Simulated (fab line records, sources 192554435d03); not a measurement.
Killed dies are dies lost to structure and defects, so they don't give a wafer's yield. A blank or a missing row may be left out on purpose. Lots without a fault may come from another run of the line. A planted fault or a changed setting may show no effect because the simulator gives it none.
Chamber matching | flow n5_finfet | N5_MOL_CONTACT_COAG_ETCH_15 on rie_diel-02: 4 sister chambers
The step etches SiNx in CH3F/O2, stops on Si:P, target depth 7 nm. 16 wafers are shown with their chamber, then 8 later ones without.

WAFERS WITH THEIR CHAMBER
wafer  | chamber | drypump_motor_current_A (A) | throttle_valve_pct (%) | showerhead_plenum_p_Torr (Torr)
L074.3 | 0       | 6.6                         | 16.20                  | 2.11
L074.5 | 0       | 6.5                         | 16.20                  | 2.11
L074.6 | 1       | 6.3                         | 16.19                  | 1.99
L075.3 | 0       | 6.5                         | 16.24                  | 2.11
L075.4 | 3       | 5.9                         | 16.59                  | 2.02
L075.6 | 0       | 6.5                         | 16.22                  | 2.11
L076.3 | 2       | 5.1                         | 16.81                  | 2.01
L076.4 | 0       | 6.5                         | 16.23                  | 2.11
L076.6 | 1       | 6.3                         | 16.20                  | 1.98
L081.2 | 0       | 6.5                         | 16.23                  | 2.11
L081.5 | 2       | 5.1                         | 16.80                  | 2.01
L081.6 | 1       | 6.3                         | 16.22                  | 1.98
L091.1 | 3       | 5.9                         | 16.64                  | 2.01
L091.2 | 2       | 5.1                         | 16.85                  | 2.00
L091.6 | 0       | 6.5                         | 16.26                  | 2.10
L092.1 | 1       | 6.2                         | 16.24                  | 1.97

SIGNATURES (means of the wafers above)
reading                  | chamber 0 | chamber 1 | chamber 2 | chamber 3 | scatter within a chamber
drypump_motor_current_A  | 6.514     | 6.275     | 5.100     | 5.900     | 0.0366
throttle_valve_pct       | 16.2257   | 16.2125   | 16.8200   | 16.6150   | 0.024
showerhead_plenum_p_Torr | 2.1086    | 1.9800    | 2.0067    | 2.0150    | 0.00579
Rule: a wafer's distance from a chamber is the root of the sum, over the readings, of the square of ((its reading less the chamber's mean) divided by the reading's scatter). The wafer belongs to the nearest chamber; if the next one is less than 2 further off, it can't be placed. The scatter: the root of (the sum of the squares of (reading less its chamber's mean) over the shown wafers, divided by (wafers less chambers)).

WAFERS WITHOUT THEIR CHAMBER
wafer  | drypump_motor_current_A (A) | throttle_valve_pct (%) | showerhead_plenum_p_Torr (Torr)
L092.3 | 5.9                         | 16.66                  | 2.01
L092.4 | 5.1                         | 16.85                  | 2.00
L095.2 | 6.3                         | 16.25                  | 1.97
L095.3 | 5.1                         | 16.86                  | 2.00
L095.5 | 6.5                         | 16.30                  | 2.10
L097.1 | 5.9                         | 16.66                  | 2.00
L097.3 | 6.3                         | 16.25                  | 1.97
L097.5 | 5.1                         | 16.87                  | 2.00

WHICH CHAMBER EACH WENT THROUGH
wafer  | from the rows above | in truth
L092.3 | 3                   | 3
L092.4 | 2                   | 2
L095.2 | 1                   | 1
L095.3 | 2                   | 2
L095.5 | 0                   | 0
L097.1 | 3                   | 3
L097.3 | 1                   | 1
L097.5 | 2                   | 2
Placed correctly: 8 of 8. Can't be placed from these rows: 0. Placed wrongly: 0.
